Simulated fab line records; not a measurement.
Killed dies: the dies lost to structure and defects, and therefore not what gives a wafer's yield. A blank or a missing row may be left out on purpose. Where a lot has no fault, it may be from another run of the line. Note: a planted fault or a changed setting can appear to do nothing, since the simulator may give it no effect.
Split-lot experiment | flow n5 finfet | route with 1938 steps; 7 lots, 21 wafers read

== ABOUT THE SPLIT ==
At N5_BEOL_M2_HM_DEP_02 (deposits TiN, target thk 20 nm), the setting target thk a was moved away from the recipe's 200 angstrom on 7 of the 21 wafers read, by -7.8% to +9.8%. All remaining wafers had this setting at the recipe value.

== FROM THE SPLIT TO THE READING: what the file shows between them, 8 steps ==
- N5_BEOL_M2_COAT_61: time 60 s, resist thk 60 nm
- N5_BEOL_M2_COAT_62: time 60 s, resist thk 12 nm
- N5_BEOL_M2_STRIP_75: strips in N2/H2
- N5_BEOL_M2_STRIP_66: strips in CF4
- N5_BEOL_M2_HM_OPEN_17: chemistry Cl2/BCl3, target TiN, target depth 20 nm, overetch 6 nm
- N5_BEOL_M2_STRIP_19: strips in O2
- N5_BEOL_M2_STRIP_83: strips in C4F6/O2
- N5_BEOL_M2_STRIP_36: strips in N2/H2

== THE READING ==
TiN_of_BEOL_M2_HM_DEP_02.thk nm (the simulator's own value, which no gauge read), in nm, at N5_BEOL_M2_TRENCH_ETCH_37 (etches SiOC in C4F6/O2, target depth 55.555 nm, time 29.2 s). The file gives no usual value for it. Average 17.5 nm, standard deviation 0.27 nm, over the 14 wafers here run with the recipe.

wafer  | tool, chamber at the split | target thk a as run, angstrom | against the recipe | TiN_of_BEOL_M2_HM_DEP_02.thk nm, nm | against lot-mates on the recipe
L074.1 | pvd sputter-01, -          | 211                           | +5.5%              | 18.6                                | no lot-mate on the recipe
L074.3 | pvd sputter-01, -          | 211                           | +5.5%              | 18.8                                | no lot-mate on the recipe
L074.5 | pvd sputter-01, -          | 211                           | +5.5%              | 18.8                                | no lot-mate on the recipe
L075.3 | pvd sputter-02, -          | 212.1                         | +6.0%              | 18.8                                | +1.2
L075.5 | pvd sputter-02, -          | 212.1                         | +6.0%              | 18.8                                | +1.2
L075.4 | pvd sputter-02, -          | 200                           | recipe             | 17.6                                | -
L082.2 | pvd sputter-02, -          | 200                           | recipe             | 17.8                                | -
L082.3 | pvd sputter-02, -          | 200                           | recipe             | 17.6                                | -
L082.4 | pvd sputter-02, -          | 200                           | recipe             | 17.6                                | -
L087.1 | pvd sputter-01, -          | 200                           | recipe             | 17.6                                | -
L087.4 | pvd sputter-01, -          | 200                           | recipe             | 17.6                                | -
L087.5 | pvd sputter-01, -          | 219.6                         | +9.8%              | 19.4                                | +1.8
L090.2 | pvd sputter-03, -          | 184.3                         | -7.8%              | 15                                  | -1.9
L090.3 | pvd sputter-03, -          | 200                           | recipe             | 17                                  | -
L090.4 | pvd sputter-03, -          | 200                           | recipe             | 16.8                                | -
L094.3 | pvd sputter-02, -          | 200                           | recipe             | 17.6                                | -
L094.4 | pvd sputter-02, -          | 200                           | recipe             | 17.6                                | -
L094.5 | pvd sputter-02, -          | 200                           | recipe             | 17.4                                | -
L097.1 | pvd sputter-02, -          | 200                           | recipe             | 17.6                                | -
L097.2 | pvd sputter-02, -          | 200                           | recipe             | 17.4                                | -
L097.4 | pvd sputter-02, -          | 200                           | recipe             | 17.8                                | -

THE FIT
A straight line over all 21 wafers: TiN_of_BEOL_M2_HM_DEP_02.thk nm changes by +0.238 nm for each +1% of target thk a; r = +0.95; the points scatter about the line by 0.29 nm.
The same after taking each lot's own level away (the mean of its wafers on the recipe; 18 wafers): +0.206 nm for each +1%; r = +0.99; scatter 0.13 nm.
Per that fit: largest target thk a move, reading shift of 2 nm.
The lots' own levels span 16.90 to 17.67 nm, that is 2.8 times the standard deviation above.
Thus the slope moves with the lot-to-lot level: the two fits are different.
Check: +2.12 nm against its lot-mates is what the line predicts for one of the wafers moved furthest among these (+9.8%) when that wafer is left out of the fit. Against them it came out at +1.8 nm.

== ADDITIONAL SPLITS CARRIED BY THESE WAFERS ==
Before the reading, these wafers also passed through other splits. Each is held against what the fit with the lots' levels taken away leaves over:
other split on the same wafers            | wafers away from the commonest value | r with TiN_of_BEOL_M2_HM_DEP_02.thk nm (lot level and that fit taken away)
N5_MOL_CONTACT_COAG_VIA_ETCH_117 bias w   | 7                                    | +0.08
N5_BEOL_M0_SAQP_SPACER1_ALD_98 ald cycles | 8                                    | +0.00
N5_BEOL_M1_COAT_61 spin rpm               | 6                                    | +0.20
N5_BEOL_M1_COAT_05 spin rpm               | 9                                    | +0.13
N5_BEOL_M1_ETCH_70 source w               | 8                                    | +0.16
N5_BEOL_M1_TRENCH_ETCH_37 source w        | 5                                    | +0.37
N5_BEOL_M1_DEP_57 time s                  | 7                                    | -0.18

== THE WHOLE CHAIN: every reading that the file lists as answering this split, in the file's order ==
step                      | what it does                                                      | reading                                                                          | change (the file's fit)               | r (the file's)
N5_BEOL_M2_HM_DEP_02      | deposits TiN, target thk 20 nm                                    | TiN_of_BEOL_M2_HM_DEP_02.thk nm (the simulator's own value, which no gauge read) | +0.217 nm for each +1% of the setting | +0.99
N5_BEOL_M2_HM_OPEN_17     | chemistry Cl2/BCl3, target TiN, target depth 20 nm, overetch 6 nm | etch.depth nm (the simulator's own value, which no gauge read)                   | +0.202 nm for each +1% of the setting | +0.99
N5_BEOL_M2_TRENCH_ETCH_37 | etches SiOC in C4F6/O2, target depth 55.555 nm, time 29.2 s       | TiN_of_BEOL_M2_HM_DEP_02.thk nm (the simulator's own value, which no gauge read) | +0.205 nm for each +1% of the setting | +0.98

== THE FILE'S OWN FIT ==
TiN_of_BEOL_M2_HM_DEP_02.thk nm changes by +0.205 nm for each +1% of target thk a, r = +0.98.
